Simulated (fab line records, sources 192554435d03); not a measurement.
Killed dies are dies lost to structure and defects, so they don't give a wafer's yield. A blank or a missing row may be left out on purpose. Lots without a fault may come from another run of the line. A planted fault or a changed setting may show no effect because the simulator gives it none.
Chamber matching | flow n5_finfet | N5_BEOL_M11_PRECLEAN_42 on wet_bench-06: 6 sister chambers
The step cleans in residue remover, time 60 s. 12 wafers are shown with their chamber, then 6 later ones without.

WAFERS WITH THEIR CHAMBER
wafer  | chamber | bath_heat_duty_pct (%)
L282.2 | 4       | 3.6
L283.1 | 7       | 3.6
L283.3 | 3       | 4.0
L283.5 | 6       | 4.7
L284.2 | 2       | 4.0
L284.3 | 5       | 4.2
L284.6 | 6       | 4.9
L285.3 | 7       | 4.2
L285.4 | 2       | 3.7
L285.5 | 4       | 4.5
L288.3 | 3       | 4.1
L288.4 | 5       | 5.4

WAFERS WITHOUT THEIR CHAMBER
wafer  | bath_heat_duty_pct (%)
L288.6 | 3.7
L291.1 | 4.2
L291.2 | 3.6
L291.4 | 3.4
L300.1 | 5.2
L300.5 | 4.6

WHICH CHAMBER EACH WENT THROUGH
wafer  | from the rows above                         | in truth
L288.6 | can't be placed: 2 or 7 or 3 or 4 or 5 or 6 | 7
L291.1 | can't be placed: 3 or 4 or 7 or 2 or 5 or 6 | 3
L291.2 | can't be placed: 2 or 7 or 3 or 4 or 5 or 6 | 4
L291.4 | can't be placed: 2 or 7 or 3 or 4 or 5 or 6 | 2
L300.1 | can't be placed: 5 or 6 or 3 or 4 or 7 or 2 | 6
L300.5 | can't be placed: 5 or 6 or 3 or 4 or 7 or 2 | 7
Placed correctly: 0 of 6. Can't be placed from these rows: 6 (the true chamber is among the candidates in 6). Placed wrongly: 0.
How it was worked out, from the rows above alone: a wafer's distance from a chamber is the root of the sum, over the readings, of the square of ((its reading less the chamber's mean) divided by the reading's scatter). The wafer belongs to the nearest chamber; if the next one is less than 2 further off, it can't be placed. A chamber's mean is the mean of its shown wafers. The scatter: the root of (the sum of the squares of (reading less its chamber's mean) over the shown wafers, divided by (wafers less chambers)).
